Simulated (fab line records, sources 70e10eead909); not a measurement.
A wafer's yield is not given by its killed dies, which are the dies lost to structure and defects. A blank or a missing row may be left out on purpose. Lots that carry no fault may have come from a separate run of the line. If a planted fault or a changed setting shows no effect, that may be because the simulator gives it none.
Matching of chambers | flow nand harc | 4 sister chambers for NHARC_P_M2_DESCUM_14 on rie diel-03
The step chemistry O2, time 3 s. 4 wafers are shown with their chamber, then 7 later ones without.

## EACH WAFER AND ITS CHAMBER
wafer  | chamber | showerhead plenum p Torr (Torr)
L080.4 | 0       | 1.86
L092.3 | 3       | 1.79
L094.3 | 2       | 1.81
L094.4 | 1       | 1.96

## WAFERS WHOSE CHAMBER IS MISSING
wafer  | showerhead plenum p Torr (Torr)
L094.6 | 1.81
L095.3 | 1.96
L095.5 | 1.81
L095.6 | 1.96
L097.1 | 1.78
L097.2 | 1.85
L097.6 | 1.95

## EACH ONE'S CHAMBER
wafer  | from the rows above | in truth
L094.6 | 2                   | 2
L095.3 | 1                   | 1
L095.5 | 2                   | 2
L095.6 | 1                   | 1
L097.1 | 3                   | 3
L097.2 | 0                   | 0
L097.6 | 1                   | 1
Correct placement for 7 of the 7. Can't be placed from these rows: 0. Number placed wrongly: 0.
How it was worked out, from the rows above alone: a wafer's distance from a chamber is the root of the sum, over the readings, of the square of ((its reading less the chamber's mean) divided by the reading's scatter). The wafer belongs to the nearest chamber; if the next one is less than 2 further off, it can't be placed. A chamber's mean is the mean of its shown wafers. The scatter: root of mean squared gap, hidden wafer to nearest shown wafer, with one shown wafer a chamber.
